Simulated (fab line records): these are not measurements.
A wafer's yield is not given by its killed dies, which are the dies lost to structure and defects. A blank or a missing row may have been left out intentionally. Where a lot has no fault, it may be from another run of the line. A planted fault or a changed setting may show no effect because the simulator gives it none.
Matching of chambers || flow n5_finfet || rie_diel-06 running N5_BEOL_M10_ETCH_65: 4 sister chambers
The step etches SiARC in CF4, target depth 39 nm, time 65 s. 8 wafers are shown with their chamber, then 10 later ones without.

EACH WAFER AND ITS CHAMBER
{"wafer": "L080.5", "chamber": 1, "drypump_motor_current_A (A)": 5.7, "showerhead_plenum_p_Torr (Torr)": 2.11}
{"wafer": "L084.6", "chamber": 3, "drypump_motor_current_A (A)": 6.0, "showerhead_plenum_p_Torr (Torr)": 2.10}
{"wafer": "L083.5", "chamber": 0, "drypump_motor_current_A (A)": 5.7, "showerhead_plenum_p_Torr (Torr)": 2.06}
{"wafer": "L083.6", "chamber": 1, "drypump_motor_current_A (A)": 5.8, "showerhead_plenum_p_Torr (Torr)": 2.11}
{"wafer": "L089.1", "chamber": 0, "drypump_motor_current_A (A)": 5.7, "showerhead_plenum_p_Torr (Torr)": 2.05}
{"wafer": "L089.5", "chamber": 2, "drypump_motor_current_A (A)": 4.9, "showerhead_plenum_p_Torr (Torr)": 2.14}
{"wafer": "L091.1", "chamber": 2, "drypump_motor_current_A (A)": 4.9, "showerhead_plenum_p_Torr (Torr)": 2.14}
{"wafer": "L091.4", "chamber": 3, "drypump_motor_current_A (A)": 6.0, "showerhead_plenum_p_Torr (Torr)": 2.10}

WAFERS MISSING THEIR CHAMBER
{"wafer": "L091.5", "drypump_motor_current_A (A)": 6.0, "showerhead_plenum_p_Torr (Torr)": 2.10}
{"wafer": "L093.2", "drypump_motor_current_A (A)": 6.0, "showerhead_plenum_p_Torr (Torr)": 2.10}
{"wafer": "L093.3", "drypump_motor_current_A (A)": 5.7, "showerhead_plenum_p_Torr (Torr)": 2.05}
{"wafer": "L093.6", "drypump_motor_current_A (A)": 6.0, "showerhead_plenum_p_Torr (Torr)": 2.10}
{"wafer": "L094.1", "drypump_motor_current_A (A)": 5.7, "showerhead_plenum_p_Torr (Torr)": 2.10}
{"wafer": "L094.2", "drypump_motor_current_A (A)": 5.7, "showerhead_plenum_p_Torr (Torr)": 2.05}
{"wafer": "L094.4", "drypump_motor_current_A (A)": 6.0, "showerhead_plenum_p_Torr (Torr)": 2.09}
{"wafer": "L096.1", "drypump_motor_current_A (A)": 5.7, "showerhead_plenum_p_Torr (Torr)": 2.10}
{"wafer": "L096.3", "drypump_motor_current_A (A)": 5.7, "showerhead_plenum_p_Torr (Torr)": 2.05}
{"wafer": "L096.5", "drypump_motor_current_A (A)": 5.7, "showerhead_plenum_p_Torr (Torr)": 2.10}

WHICH CHAMBER EACH ONE RAN IN
{"wafer": "L091.5", "from the rows above": 3, "in truth": 3}
{"wafer": "L093.2", "from the rows above": 3, "in truth": 3}
{"wafer": "L093.3", "from the rows above": 0, "in truth": 0}
{"wafer": "L093.6", "from the rows above": 3, "in truth": 3}
{"wafer": "L094.1", "from the rows above": 1, "in truth": 1}
{"wafer": "L094.2", "from the rows above": 0, "in truth": 0}
{"wafer": "L094.4", "from the rows above": 3, "in truth": 3}
{"wafer": "L096.1", "from the rows above": 1, "in truth": 1}
{"wafer": "L096.3", "from the rows above": 0, "in truth": 0}
{"wafer": "L096.5", "from the rows above": 1, "in truth": 1}
Correctly placed: 10 of 10. Not placeable from these rows: 0. 0 placed wrongly.
How it was worked out, from the rows above alone: a wafer's distance from a chamber is the root of the sum, over the readings, of the square of ((its reading less the chamber's mean) divided by the reading's scatter). The wafer belongs to the nearest chamber; if the next one is less than 2 further off, it can't be placed. For every chamber, the mean is computed from those of its wafers that are shown. The scatter: the root of (the sum of the squares of (reading less its chamber's mean) over the shown wafers, divided by (wafers less chambers)).
